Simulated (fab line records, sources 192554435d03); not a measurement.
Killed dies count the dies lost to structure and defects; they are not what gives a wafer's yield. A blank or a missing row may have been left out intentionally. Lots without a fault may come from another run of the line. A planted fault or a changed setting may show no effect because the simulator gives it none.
3 desks, one fault + flow n5 finfet + each desk has only its own numbers; what lay behind them comes last

## THE METROLOGY DESK
What the gauges read for every lot (on any tool): the sampled wafers with a number, averaged. Marked OUT: a lot whose mean sits more than 4 standard deviations from the usual mean, which makes it out of limits; the brackets give that distance. 7 of its 11 readings are shown, namely those furthest out on some lot.
Columns: A = cd nm at N5_BEOL_M2_CD_MEAS_18, usual 17.97 nm; B = DIBL_P at N5_BEOL_M4_RC_MEAS_101, usual 36.0 mV/V; C = IOFF_P at N5_BEOL_M4_RC_MEAS_101, usual 0.21 nA/um; D = ION_N at N5_BEOL_M4_RC_MEAS_101, usual 675 uA/um; E = ION_P at N5_BEOL_M4_RC_MEAS_101, usual 465 uA/um; F = VT_N at N5_BEOL_M4_RC_MEAS_101, usual 250 mV; G = VT_P at N5_BEOL_M4_RC_MEAS_101, usual -249 mV
| lot  | first seen here | A     | B    | C    | D   | E   | F   | G    |
|------|-----------------|-------|------|------|-----|-----|-----|------|
| L572 | day 6 12:26     | 17.72 | 38.6 | 0.24 | 684 | 469 | 245 | -248 |
| L575 | day 7 08:34     | 18.04 | 35.1 | 0.18 | 657 | 457 | 255 | -253 |
| L579 | day 8 08:01     | 17.94 | 35.6 | 0.22 | 668 | 466 | 252 | -247 |
| L580 | day 8 12:07     | 17.76 | 37.5 | 0.26 | 673 | 465 | 250 | -245 |
| L583 | day 9 09:52     | 18.21 | 36.2 | 0.22 | 674 | 466 | 247 | -249 |
| L589 | day 10 20:31    | 18.39 | 35.7 | 0.22 | 681 | 469 | 248 | -247 |
| L590 | day 11 02:52    | 18.05 | 36.8 | 0.25 | 677 | 468 | 247 | -245 |
| L593 | day 12 01:04    | 18.28 | 35.8 | 0.17 | 673 | 452 | 252 | -256 |
| L595 | day 12 06:19    | 17.98 | 35.7 | 0.20 | 675 | 462 | 249 | -252 |
This desk's finding: nothing out of limits on any of the 9 lots.

## THE DEFECT DESK
Counts from the inspections along the route, per lot, as means over the sampled wafers that have a number. Marked OUT: a lot whose mean sits more than 4 standard deviations from the usual mean, which makes it out of limits; the brackets give that distance.
Columns: A = raw defect count at N5_BEOL_M2_INSPECT_30, usual 412
| lot  | first seen here | A   |
|------|-----------------|-----|
| L572 | day 6 12:51     | 294 |
| L575 | day 7 08:59     | 406 |
| L579 | day 8 08:28     | 516 |
| L580 | day 8 12:38     | 440 |
| L583 | day 9 10:24     | 335 |
| L589 | day 10 20:56    | 388 |
| L590 | day 11 03:16    | 330 |
| L593 | day 12 01:32    | 451 |
| L595 | day 12 06:45    | 321 |
This desk's finding: nothing out of limits on any of the 9 lots.

## THE TOOL OWNER'S DESK: rie diel-01
The tool's own readings at N5_BEOL_M2_TRENCH_ETCH_37 (etches SiOC in C4F6/O2, target depth 55.555 nm, time 29.2 s): means of the sampled wafers that have a number, for each lot that ran on this tool. Marked OUT: a lot whose mean sits more than 4 standard deviations from the usual mean, which makes it out of limits; the brackets give that distance.
Columns: A = bias w at N5_BEOL_M2_TRENCH_ETCH_37, usual 185.0 W; B = drypump motor current A at N5_BEOL_M2_TRENCH_ETCH_37, usual 5.8 A; C = oes product au at N5_BEOL_M2_TRENCH_ETCH_37, usual 0.79 a.u.; D = rf fwd power W at N5_BEOL_M2_TRENCH_ETCH_37, usual 350.3 W; E = rf vpp V at N5_BEOL_M2_TRENCH_ETCH_37, usual 669 V; F = showerhead plenum p Torr at N5_BEOL_M2_TRENCH_ETCH_37, usual 2.85 Torr; G = throttle valve pct at N5_BEOL_M2_TRENCH_ETCH_37, usual 20.84 %
| lot  | first seen here | A               | B   | C    | D     | E              | F    | G     |
|------|-----------------|-----------------|-----|------|-------|----------------|------|-------|
| L575 | day 7 11:25     | 185.6           | 5.8 | 0.82 | 350.2 | 673            | 2.88 | 20.82 |
| L579 | day 8 13:04     | 185.2           | 5.9 | 0.75 | 350.2 | 669            | 2.85 | 20.87 |
| L583 | day 9 13:22     | 185.7           | 6.0 | 0.84 | 351.0 | 674            | 2.91 | 20.72 |
| L590 | day 11 11:37    | 193.1 (+13) OUT | 6.0 | 0.83 | 350.7 | 698 (+5.3) OUT | 2.91 | 20.74 |
| L593 | day 12 05:23    | 194.1 (+15) OUT | 6.0 | 0.82 | 350.2 | 697 (+5.2) OUT | 2.90 | 20.75 |
Finding of this desk: L590, L593 out of limits; the first was L590 at day 11 11:37, on bias w at N5_BEOL_M2_TRENCH_ETCH_37. Within limits: L575, L579, L583.

## ALL TOGETHER
On L590, L593, at day 11 11:37, an alarm was possible from the tool owner's desk.
Nothing out of limits was seen by the metrology desk.
Nothing the defect desk looked at was out of limits.
The metrology desk has L590, L593 on record, within its limits.
The defect desk has L590, L593 on record, within its limits.
Every lot named ran N5_BEOL_M2_TRENCH_ETCH_37 on rie diel-01.

## WHAT HAD BEEN PUT IN BY THE SIMULATOR
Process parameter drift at N5_BEOL_M2_TRENCH_ETCH_37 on rie diel-01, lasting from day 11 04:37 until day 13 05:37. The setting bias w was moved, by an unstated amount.
Shown lots that were struck: L590, L593.
Delay in hours, fault start to first out-of-limits reading, by desk: the tool owner's desk at 7.
